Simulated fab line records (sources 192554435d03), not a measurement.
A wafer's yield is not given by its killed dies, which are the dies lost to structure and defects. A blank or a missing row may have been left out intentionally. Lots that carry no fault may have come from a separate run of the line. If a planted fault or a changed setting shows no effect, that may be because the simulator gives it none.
fab line records	flow n5-finfet	part 1 of 2: steps 1 to 24 of 34
[record] lots = 5	wafers = 15	last-day = 16
route steps=1938 shown BEOL_M8@1378 BEOL_M9@1401
lots with no fault: from the same line, run without faults
start-h: start of the lot's first displayed wafer, in hours after the record's first day	wait-h: hours from the lot's prior step to this one	" the same as in the row above	L1.1+2: one row covering several wafers at once	- no value, or no start given	* or withheld: withheld	< > ~ a bound
route shown NAME@n: names a module that has steps shown in the file, with the first one's number in the route	usual: average and standard deviation across the fault-free wafers	same: alike in all rows	chamber/n: place in a boat	sites: per-site readings	_std_site: the values' standard deviation	_edge_site: outer sites' mean less inner sites'	radius-mm: for every site, how far away it sits from the centre of the wafer	mask NAME#n: copy n	behind: tool/chamber where the wafer was last shaped	hold: cause of the lot's hold/its duration in hours/its outcome	device: whichever transistor did not switch (one of n, p or np)	end of line: at the end of the route, the tests of the same wafers	a step with no rows: only its recipe	killed: at the first sort, the dies lost to defects and structure; wafer yield is something else	map: per-die view of a wafer (x killed, . not killed, _ where there is no die)
set.NAME: setting as actually run; set.NAME@STEP: the setting as run at that earlier step	model.NAME: the simulator's own value behind a step, which no gauge read
certain route steps with their lots: each step a table, each wafer a row
services: the hour from which a tool's chamber was out of use, counted from the record's first day as start-h (under 0 if before that day), plus the number of hours and why
[[steps]]
[step N5_BEOL_M8_ETCH_41]
[recipe] chemistry = CH3F/O2	target = SiCN	target-depth-a = 319	taper-deg = 2	time-s = 57.8	ion-energy-ev = 120	mask-material = TiN	pressure-mtorr = 30	source-w = 395	bias-w = 75	Ar_flow_sccm = 150	CH3F_flow_sccm = 30	O2_flow_sccm = 20
[usual] drypump-motor-current-A = 5.8/0.44	oes-product-au = 0.77/0.09	rf-vpp-V = 296.5/1	showerhead-plenum-p-Torr = 1.96/0.031	throttle-valve-pct = 16.34/0.27
lot.wafer	tool	chamber	start-h	wait-h	drypump-motor-current-A	oes-product-au	rf-hours-counter-h	rf-vpp-V	showerhead-plenum-p-Torr	throttle-valve-pct
L077.1	rie-diel-05	3	-	-	5.7	0.69	236	296.5	1.97	16.81
L077.2	"	2	"	"	5.1	0.71	197	296.3	1.90	16.46
L077.3	"	1	"	"	6.0	0.94	11	296.0	1.96	15.98
L084.2	rie-diel-02	2	-	-	5.9	0.71	204	296.0	1.99	16.82
L084.4	"	3	"	"	6.0	0.74	150	298.1	2.00	16.31
L084.5	"	1	"	"	6.0	0.70	-	296.6	1.99	16.22
L088.1	rie-diel-05	0	-	-	5.1	0.92	18	297.8	1.96	15.93
L088.3	"	2	"	"	5.1	0.68	222	295.8	1.89	16.49
L088.5	"	2	"	"	5.1	0.68	-	294.8	1.89	16.50
L091.2	rie-diel-02	3	-	-	6.1	0.74	160	297.4	2.00	16.32
L091.3	"	1	"	"	6.1	0.69	205	297.2	1.98	16.23
L091.5	"	3	"	"	6.1	0.74	-	298.2	2.00	16.32
L089.1	rie-diel-01	0	-	-	6.5	0.81	98	296.8	1.94	16.00
L089.4	"	0	"	"	6.5	0.81	-	297.5	1.94	15.99
L089.5	"	2	"	"	5.7	0.86	-	295.7	1.95	16.40
[step N5_BEOL_M8_STRIP_80]
[recipe] chemistry = N2/H2	time-s = 10	power-w = 450	temp-c = 40	pressure-mtorr = 20	rf-frequency-hz = 6e+07	bias-power-w = 7	n2-flow-sccm = 200	h2-flow-sccm = 200
[usual] drypump-motor-current-A = 5.8/0.44	oes-product-au = 0.77/0.089	rf-vpp-V = 59.0/0.83	showerhead-plenum-p-Torr = 2.49/0.039	throttle-valve-pct = 23.59/0.28
lot.wafer	tool	chamber	start-h	wait-h	drypump-motor-current-A	oes-product-au	rf-hours-counter-h	rf-vpp-V	showerhead-plenum-p-Torr	throttle-valve-pct
L077.1	rie-diel-05	3	-	-	5.8	0.69	236	59.6	2.50	23.97
L077.2	"	2	"	"	5.1	0.70	197	57.8	2.42	23.81
L077.3	"	1	"	"	6.0	0.94	11	59.1	2.48	23.15
L084.2	rie-diel-02	2	-	-	6.0	0.71	204	58.8	2.52	24.11
L084.4	"	3	"	"	6.1	0.74	150	59.3	2.54	23.47
L084.5	"	1	"	"	6.1	0.70	-	60.4	2.53	23.55
L088.1	rie-diel-05	0	-	-	5.1	0.91	18	58.7	2.49	23.32
L088.3	"	2	"	"	5.2	0.69	222	58.8	2.41	23.84
L088.5	"	2	"	"	5.1	0.68	-	59.1	2.41	23.82
L091.2	rie-diel-02	3	-	-	6.1	0.73	160	59.0	2.54	23.49
L091.3	"	1	"	"	6.1	0.69	205	59.8	2.53	23.56
L091.5	"	3	"	"	6.1	0.72	-	60.4	2.54	23.48
L089.1	rie-diel-01	0	-	-	6.5	0.81	98	59.3	2.46	23.23
L089.4	"	0	"	"	6.5	0.81	-	58.7	2.46	23.23
L089.5	"	2	"	"	5.7	0.85	-	59.1	2.47	23.56
[step N5_BEOL_M8_OCD_MEAS_38]
[usual] trench-depth-nm = 93.3/1.6
lot.wafer	tool	chamber	start-h	wait-h	trench-depth-nm
L077.1	ocd-02	-	231.45	-	92.7
L077.2	"	-	"	"	93.8
L077.3	"	-	"	"	94.7
L084.2	ocd-01	-	275.19	-	90.1
L084.4	"	-	"	"	93.5
L084.5	"	-	"	"	93.6
L088.1	ocd-01	-	303.01	-	93.4
L088.3	"	-	"	"	93.3
L088.5	"	-	"	"	91.7
L091.2	ocd-02	-	305.04	-	93.1
L091.3	"	-	"	"	91.5
L091.5	"	-	"	"	93.7
L089.1	ocd-02	-	315.40	-	92.8
L089.4	"	-	"	"	92.5
L089.5	"	-	"	"	94.5
[step N5_BEOL_M8_HM_STRIP_39]
[recipe] chemistry = peroxide-tin-strip	material = TiN	target-depth-a = 250	temp-c = 50	time-s = 158
lot.wafer	tool	chamber	start-h	wait-h
L077.1+2+3	wet-bench-03	1,5,6	231.48	0.0
L084.2+4+5	wet-bench-03	2,6,1	275.22	0.0
L088.1+3+5	wet-bench-06	6,2,3	303.04	0.0
L091.2+3+5	wet-bench-06	5,1,0	305.07	0.0
L089.1+4+5	wet-bench-04	2,5,7	315.44	0.0
[step N5_BEOL_M8_SRD_40]
[recipe] time-s = 30	temp-c = 23	rinse-liquid = diw	dry = ipa-marangoni
lot.wafer	tool	chamber	start-h	wait-h
L077.1+2+3	wet-bench-03	1,5,6	231.53	0.0
L084.2+4+5	wet-bench-03	2,6,1	275.27	0.0
L088.1+3+5	wet-bench-06	6,2,3	303.09	0.0
L091.2+3+5	wet-bench-06	5,1,0	305.11	0.0
L089.1+4+5	wet-bench-04	2,5,7	315.49	0.0
[step N5_BEOL_M8_PRECLEAN_42]
[recipe] chemistry = residue-remover	time-s = 60	temp-c = 40
lot.wafer	tool	chamber	start-h	wait-h
L077.1+2+3	wet-bench-03	1,5,6	231.54	0.0
L084.2+4+5	wet-bench-03	2,6,1	275.28	0.0
L088.1+3+5	wet-bench-06	6,2,3	303.10	0.0
L091.2+3+5	wet-bench-06	5,1,0	305.13	0.0
L089.1+4+5	wet-bench-04	2,5,7	315.51	0.0
[step N5_BEOL_M8_SRD_43]
[recipe] time-s = 30	temp-c = 23	rinse-liquid = diw	dry = ipa-marangoni
lot.wafer	tool	chamber	start-h	wait-h
L077.1+2+3	wet-bench-03	1,5,6	231.56	0.0
L084.2+4+5	wet-bench-03	2,6,1	275.30	0.0
L088.1+3+5	wet-bench-06	6,2,3	303.12	0.0
L091.2+3+5	wet-bench-06	5,1,0	305.15	0.0
L089.1+4+5	wet-bench-04	2,5,7	315.52	0.0
[step N5_BEOL_M8_CD_MEAS_35]
[recipe] target-cd-nm = 40	polarity = opening
[usual] cd-nm = 39.7/0.48
lot.wafer	tool	chamber	start-h	wait-h	cd-nm
L077.1	cd-sem-03	-	231.60	0.0	39.6
L077.2	"	-	"	"	39.2
L077.3	"	-	"	"	39.6
L084.2	cd-sem-03	-	275.34	0.0	39.5
L084.4	"	-	"	"	39.7
L084.5	"	-	"	"	39.4
L088.1	cd-sem-02	-	303.16	0.0	40.5
L088.3	"	-	"	"	40.5
L088.5	"	-	"	"	40.3
L091.2	cd-sem-03	-	305.19	0.0	39.8
L091.3	"	-	"	"	40.3
L091.5	"	-	"	"	40.2
L089.1	cd-sem-02	-	315.56	0.0	39.5
L089.4	"	-	"	"	39.4
L089.5	"	-	"	"	39.0
[step N5_BEOL_M8_CURE_75]
[recipe] temp-c = 370	time-s = 120	ambient = DMADMS/He	material = SiCOH_lowk
[usual] lamp-power-pct = 52.31/0.052	wafer_temp_C_max = 371.8/0.46
lot.wafer	tool	chamber	start-h	wait-h	lamp-power-pct	wafer_temp_C_max
L077.1	uv-cure-03	2	231.64	0.0	52.29	372.4
L077.2	"	2	"	"	52.41	372.2
L077.3	"	2	"	"	52.37	372.8
L084.2	uv-cure-01	2	275.43	0.1	52.24	372.0
L084.4	"	2	"	"	52.30	371.2
L084.5	"	2	"	"	52.36	371.3
L088.1	uv-cure-01	1	303.20	0.0	52.38	371.0
L088.3	"	1	"	"	52.27	371.8
L088.5	"	1	"	"	52.37	372.1
L091.2	uv-cure-01	0	305.28	0.1	52.30	371.3
L091.3	"	0	"	"	52.37	371.3
L091.5	"	0	"	"	52.37	371.6
L089.1	uv-cure-03	2	315.61	0.0	52.17	372.7
L089.4	"	2	"	"	52.25	372.1
L089.5	"	2	"	"	52.36	372.7
[step N5_BEOL_M8_DEGAS_44]
[recipe] ambient = vacuum	temp-c = 250	time-s = 60
[usual] heater-power-w = 337/41
lot.wafer	tool	chamber	start-h	wait-h	heater-power-w
L077.1	pvd-sputter-03	-	233.10	1.4	371
L077.2	"	-	"	"	310
L077.3	"	-	"	"	364
L084.2	pvd-sputter-01	-	275.75	0.3	340
L084.4	"	-	"	"	346
L084.5	"	-	"	"	379
L088.1	pvd-sputter-01	-	304.16	0.9	379
L088.3	"	-	"	"	240
L088.5	"	-	"	"	377
L091.2	pvd-sputter-02	-	306.50	1.2	379
L091.3	"	-	"	"	304
L091.5	"	-	"	"	357
L089.1	pvd-sputter-01	-	316.26	0.6	242
L089.4	"	-	"	"	354
L089.5	"	-	"	"	251
[step N5_BEOL_M8_PRE_CLEAN_45]
[recipe] gas = H2/He	time-s = 30	temp-c = 250
[usual] heater-power-w = 337/41
lot.wafer	tool	chamber	start-h	wait-h	heater-power-w
L077.1	pvd-sputter-03	-	233.14	0.0	370
L077.2	"	-	"	"	299
L077.3	"	-	"	"	378
L084.2	pvd-sputter-01	-	275.79	0.0	348
L084.4	"	-	"	"	345
L084.5	"	-	"	"	374
L088.1	pvd-sputter-01	-	304.20	0.0	373
L088.3	"	-	"	"	247
L088.5	"	-	"	"	379
L091.2	pvd-sputter-02	-	306.54	0.0	387
L091.3	"	-	"	"	308
L091.5	"	-	"	"	351
L089.1	pvd-sputter-01	-	316.30	0.0	242
L089.4	"	-	"	"	337
L089.5	"	-	"	"	242
[step N5_BEOL_M8_ALD_77]
[recipe] material = TaN	target-thk-a = 20	temp-c = 275	ald-precursor-family = PDMAT	ald-co-reactant = NH3	pressure-torr = 3	carrier-flow-sccm = 1500	pulse-time-s = 2	purge-time-s = 3	co-reactant-purge-time-s = 2	co-reactant-pulse-time-s = 3	ald-cycles = 40	precursor-vessel-temp-c = 75	precursor-vessel-pressure-torr = 26.25	precursor-vessel-carrier-sccm = 1000
[usual] heater-power-w = 441/52	precursor-vessel-temp-c = 75.01/0.12
lot.wafer	tool	chamber	start-h	wait-h	heater-power-w	precursor-vessel-temp-c
L077.1	ald-metal-01	3	233.20	0.0	382	75.18
L077.2	"	0	"	"	444	75.14
L077.3	"	2	"	"	455	75.16
L084.2	ald-metal-02	1	275.85	0.0	516	75.15
L084.4	"	2	"	"	348	74.87
L084.5	"	3	"	"	463	74.95
L088.1	ald-metal-02	2	304.26	0.0	345	75.00
L088.3	"	1	"	"	526	74.87
L088.5	"	2	"	"	345	75.01
L091.2	ald-metal-02	0	306.61	0.0	448	75.02
L091.3	"	2	"	"	348	75.28
L091.5	"	2	"	"	346	75.12
L089.1	ald-metal-02	1	316.59	0.3	528	75.04
L089.4	"	2	"	"	344	74.99
L089.5	"	0	"	"	434	75.03
[step N5_BEOL_M8_SURFACE_TREAT_79]
[recipe] gas = Ar	time-s = *	ion-energy-ev = *	ion-current-ma-cm2 = 0.5	pressure-mtorr = *	ar-flow-sccm = 30
[usual] throttle-valve-pct = *
lot.wafer	tool	chamber	start-h	wait-h	throttle-valve-pct
L077.1	pvd-sputter-03	-	233.58	0.2	*
L077.2	"	-	"	"	*
L077.3	"	-	"	"	*
L084.2	pvd-sputter-03	-	276.13	0.2	*
L084.4	"	-	"	"	*
L084.5	"	-	"	"	*
L088.1	pvd-sputter-01	-	304.62	0.2	*
L088.3	"	-	"	"	*
L088.5	"	-	"	"	*
L091.2	pvd-sputter-02	-	306.90	0.2	*
L091.3	"	-	"	"	*
L091.5	"	-	"	"	*
L089.1	pvd-sputter-01	-	318.66	1.9	*
L089.4	"	-	"	"	*
L089.5	"	-	"	"	*
[step N5_BEOL_M8_CVD_78]
[recipe] material = Co	target-thk-a = 20	temp-c = withheld	precursor = CCTBA/H2	pressure-torr = 30	time-s = 142.3
lot.wafer	tool	chamber	start-h	wait-h
L077.1+2+3	cvd-co-02	0,2,1	233.64	0.0
L084.2+4+5	cvd-co-01	0,0,2	276.21	0.1
L088.1+3+5	cvd-co-02	1,1,0	304.68	0.0
L091.2+3+5	cvd-co-01	0,2,0	306.97	0.0
L089.1+4+5	cvd-co-01	0,2,0	318.72	0.0
[step N5_BEOL_M8_SPUTTER_48]
[recipe] material = Cu	target-thk-a = 100	temp-c = -20	bias-v = 60	power-w = 26000	chamber-pressure-pa = 0.13	time-s = 1.667
[usual] cathode-dc-power-W = 26000/4.9	substrate-temp-c = -20.01/0.11	throttle-valve-pct = 30.4/0.43
lot.wafer	tool	chamber	start-h	wait-h	cathode-dc-power-W	substrate-temp-c	throttle-valve-pct
L077.1	pvd-sputter-02	-	233.75	0.1	25999	-20.00	30.7
L077.2	"	-	"	"	25999	-19.97	31.3
L077.3	"	-	"	"	26003	-19.83	30.3
L084.2	pvd-sputter-03	-	276.38	0.1	26004	-19.94	30.7
L084.4	"	-	"	"	25996	-20.05	29.9
L084.5	"	-	"	"	26004	-20.00	30.2
L088.1	pvd-sputter-03	-	304.91	0.2	25999	-19.93	30.8
L088.3	"	-	"	"	26001	-19.92	30.2
L088.5	"	-	"	"	25994	-19.97	29.8
L091.2	pvd-sputter-02	-	307.10	0.1	26002	-20.07	30.4
L091.3	"	-	"	"	25999	-20.02	31.3
L091.5	"	-	"	"	26002	-20.05	30.5
L089.1	pvd-sputter-01	-	318.90	0.1	25998	-20.08	30.9
L089.4	"	-	"	"	25994	-19.94	29.5
L089.5	"	-	"	"	26002	-19.96	30.3
[step N5_BEOL_M8_ECD_50]
[recipe] material = Cu	target-thk-a = 3000
lot.wafer	tool	chamber	start-h	wait-h
L077.1+2+3	ecd-cu-02	1,0,0	233.87	0.1
L084.2+4+5	ecd-cu-01	0,0,1	276.50	0.1
L088.1+3+5	ecd-cu-01	1,0,1	305.03	0.1
L091.2+3+5	ecd-cu-02	0,1,0	307.22	0.1
L089.1+4+5	ecd-cu-01	0	319.02	0.1
[step N5_BEOL_M8_ANNEAL_51]
[recipe] temp-c = 225	time-s = 90	ambient = N2
[usual] wafer_temp_C_max = 226.15/0.28
lot.wafer	tool	chamber	start-h	wait-h	wafer_temp_C_max
L077.1	rtp-anneal-01	0	234.03	0.1	226.09
L077.2	"	0	"	"	225.97
L077.3	"	0	"	"	226.30
L084.2	rtp-anneal-01	0	276.64	0.1	226.23
L084.4	"	0	"	"	226.22
L084.5	"	0	"	"	226.51
L088.1	rtp-anneal-02	0	305.62	0.6	226.25
L088.3	"	0	"	"	225.96
L088.5	"	0	"	"	225.83
L091.2	rtp-anneal-01	0	307.36	0.1	226.79
L091.3	"	0	"	"	226.57
L091.5	"	0	"	"	226.41
L089.1	rtp-anneal-02	0	319.11	0.1	226.19
L089.4	"	0	"	"	225.76
L089.5	"	0	"	"	225.96
[step N5_BEOL_M8_CMP_52]
[recipe] stop-on = SiCOH_lowk	t-overpolish-s = 6.9	down-force-psi = 1	platen-rpm = 50	clearing-platen-down-force-psi = 1.5	clearing-platen-rpm = 50	post-cmp-clean = cu-alkaline	target-thk-nm = 80	clearing-platen-pad-velocity-m-s = 0.99484	pad-velocity-m-s = 0.99484
[usual] barrier-field-endpoint-s = 29.0/0.75	clearing-platen-rpm = 49.999/0.027	motor-current-A = 6.1/0.73	overpolish-run-s = 6.898/0.0094	pad-life-wafers = 1043/670	time-to-endpoint-s = 63.6/2.4
lot.wafer	tool	chamber	start-h	wait-h	barrier-field-endpoint-s	clearing-platen-rpm	motor-current-A	overpolish-run-s	pad-life-wafers	time-to-endpoint-s
L077.1	cmp-03	3	234.33	0.3	28.4	50.008	7.4	6.885	1674	63.6
L077.2	"	1	"	"	29.3	49.961	5.4	6.895	1676	66.7
L077.3	"	2	"	"	28.7	49.990	6.9	6.906	1677	65.1
L084.2	cmp-03	3	276.93	0.2	27.9	49.953	7.7	6.885	37	59.2
L084.4	"	1	"	"	29.1	50.028	5.1	6.891	39	61.2
L084.5	"	2	"	"	28.4	49.953	7.1	6.910	-	62.1
L088.3	cmp-03	1	305.96	0.2	29.4	49.960	5.4	6.899	312	62.8
L088.1	"	3	"	"	29.3	49.979	7.5	6.888	314	62.0
L088.5	"	1	"	"	29.9	49.985	5.2	6.907	-	60.9
L091.2	cmp-04	3	307.65	0.2	29.3	49.937	5.4	6.885	1657	66.7
L091.3	"	0	"	"	29.4	50.013	5.9	6.903	1658	62.4
L091.5	"	3	"	"	30.0	49.980	5.5	6.891	-	67.2
L089.1	cmp-04	0	319.41	0.3	29.1	50.025	5.9	6.899	1746	65.5
L089.4	"	2	"	"	29.0	49.959	5.7	6.890	1748	64.8
L089.5	"	1	"	"	29.5	50.005	6.1	6.901	-	66.9
[step N5_BEOL_M8_THK_MEAS_53]
[recipe] thk-meas-gauge = xrf	reads = Cu_of_BEOL_M8_ECD_50
[usual] M8_THK = 79.4/1.9
lot.wafer	tool	chamber	start-h	wait-h	M8_THK[nm]
L077.1	film-metro-02	-	234.62	-	78.2
L077.2	"	-	"	"	78.5
L077.3	"	-	"	"	80.9
L084.2	film-metro-01	-	277.18	-	75.3
L084.4	"	-	"	"	79.0
L084.5	"	-	"	"	79.2
L088.1	film-metro-01	-	306.26	-	80.7
L088.3	"	-	"	"	80.1
L088.5	"	-	"	"	77.9
L091.2	film-metro-02	-	307.91	-	79.3
L091.3	"	-	"	"	77.5
L091.5	"	-	"	"	79.8
L089.1	film-metro-01	-	319.70	-	78.6
L089.4	"	-	"	"	77.9
L089.5	"	-	"	"	82.1
[step N5_BEOL_M8_PRE_CLEAN_55]
[recipe] gas = NH3	time-s = 15	temp-c = withheld	rf-power-w = 300
lot.wafer	tool	chamber	start-h	wait-h
L077.1+2+3	pecvd-01	2,1,0	234.66	0.0
L084.2+4+5	pecvd-03	1,1,0	277.22	0.0
L088.1+3+5	pecvd-03	0,2,2	306.29	0.0
L091.2+3+5	pecvd-01	2,1,0	307.94	0.0
L089.1+4+5	pecvd-04	2,1,0	319.74	0.0
[step N5_BEOL_M8_DEP_56]
[recipe] material = SiCN	target-thk-a = 100	temp-c = withheld	precursor = 3MS/NH3	pressure-torr = 3	rf-w = 202	time-s = 17.5
[usual] showerhead-plenum-p-Torr = 3.666/0.013	throttle-valve-pct = 9.0/0.54
lot.wafer	tool	chamber	start-h	wait-h	showerhead-plenum-p-Torr	throttle-valve-pct
L077.1	pecvd-01	2	234.68	0.0	3.661	8.8
L077.2	"	1	"	"	3.646	8.9
L077.3	"	0	"	"	3.657	10.0
L084.2	pecvd-03	1	277.25	0.0	3.686	9.1
L084.4	"	1	"	"	3.678	8.8
L084.5	"	0	"	"	3.677	9.0
L088.1	pecvd-03	0	306.32	0.0	3.683	8.4
L088.3	"	2	"	"	3.662	8.2
L088.5	"	2	"	"	3.658	8.2
L091.2	pecvd-01	2	307.97	0.0	3.672	8.8
L091.3	"	1	"	"	3.655	8.8
L091.5	"	0	"	"	3.653	9.8
L089.1	pecvd-04	2	319.76	0.0	3.677	8.4
L089.4	"	1	"	"	3.680	8.5
L089.5	"	0	"	"	3.659	9.7
[step N5_BEOL_M8_RS_MEAS_57]
[recipe] thk-meas-gauge = four-point-probe	reads = Cu_of_BEOL_M8_ECD_50+Co_of_BEOL_M8_CVD_78+TaN_of_BEOL_M8_ALD_77
[usual] M8_RS = 0.285/0.0075
lot.wafer	tool	chamber	start-h	wait-h	M8_RS[ohm/sq]
L077.1	film-metro-01	-	234.75	0.1	0.287
L077.2	"	-	"	"	0.285
L077.3	"	-	"	"	0.272
L084.2	film-metro-02	-	277.31	0.1	0.303
L084.4	"	-	"	"	0.287
L084.5	"	-	"	"	0.285
L088.1	film-metro-02	-	306.39	0.1	0.281
L088.3	"	-	"	"	0.283
L088.5	"	-	"	"	0.292
L091.2	film-metro-01	-	308.04	0.1	0.282
L091.3	"	-	"	"	0.291
L091.5	"	-	"	"	0.281
L089.1	film-metro-02	-	319.83	0.1	0.291
L089.4	"	-	"	"	0.294
L089.5	"	-	"	"	0.277
[step N5_BEOL_M8_INSPECT_58]
[recipe] inspect-instrument = darkfield	mode = post-dep
[usual] raw-defect-count = 70/21
lot.wafer	tool	chamber	start-h	wait-h	raw-defect-count
L077.1	defect-inspect-02	-	234.78	0.0	157
L077.2	"	-	"	"	80
L077.3	"	-	"	"	75
L084.2	defect-inspect-02	-	277.34	0.0	58
L084.4	"	-	"	"	99
L084.5	"	-	"	"	76
L088.1	defect-inspect-01	-	306.41	0.0	55
L088.3	"	-	"	"	83
L088.5	"	-	"	"	54
L091.2	defect-inspect-02	-	308.06	0.0	59
L091.3	"	-	"	"	53
L091.5	"	-	"	"	36
L089.1	defect-inspect-02	-	319.86	0.0	55
L089.4	"	-	"	"	44
L089.5	"	-	"	"	50
[step N5_BEOL_M9_ILD_DEP_00]
[recipe] material = SiCOH_lowk	target-thk-a = 3085.1	temp-c = 300	precursor = DEMS/porogen	pressure-torr = 5	rf-w = 500	time-s = 58
[usual] heater-power-w = 317/51	showerhead-plenum-p-Torr = 5.738/0.016	throttle-valve-pct = 13.7/0.71
lot.wafer	tool	chamber	start-h	wait-h	heater-power-w	showerhead-plenum-p-Torr	throttle-valve-pct
L077.1	pecvd-03	0	234.82	0.0	265	5.751	13.2
L077.2	"	2	"	"	278	5.732	12.5
L077.3	"	1	"	"	324	5.749	14.2
L084.2	pecvd-01	2	277.38	0.0	292	5.759	13.5
L084.4	"	2	"	"	290	5.744	13.4
L084.5	"	0	"	"	320	5.726	14.8
L088.1	pecvd-01	1	306.45	0.0	293	5.724	13.4
L088.3	"	0	"	"	365	5.723	15.0
L088.5	"	0	"	"	369	5.732	15.2
L091.2	pecvd-02	2	308.10	0.0	395	5.709	13.2
L091.3	"	1	"	"	345	5.739	14.4
L091.5	"	1	"	"	361	5.726	14.1
L089.1	pecvd-03	1	319.90	0.0	340	5.762	13.7
L089.4	"	0	"	"	277	5.752	13.5
L089.5	"	1	"	"	354	5.758	13.8
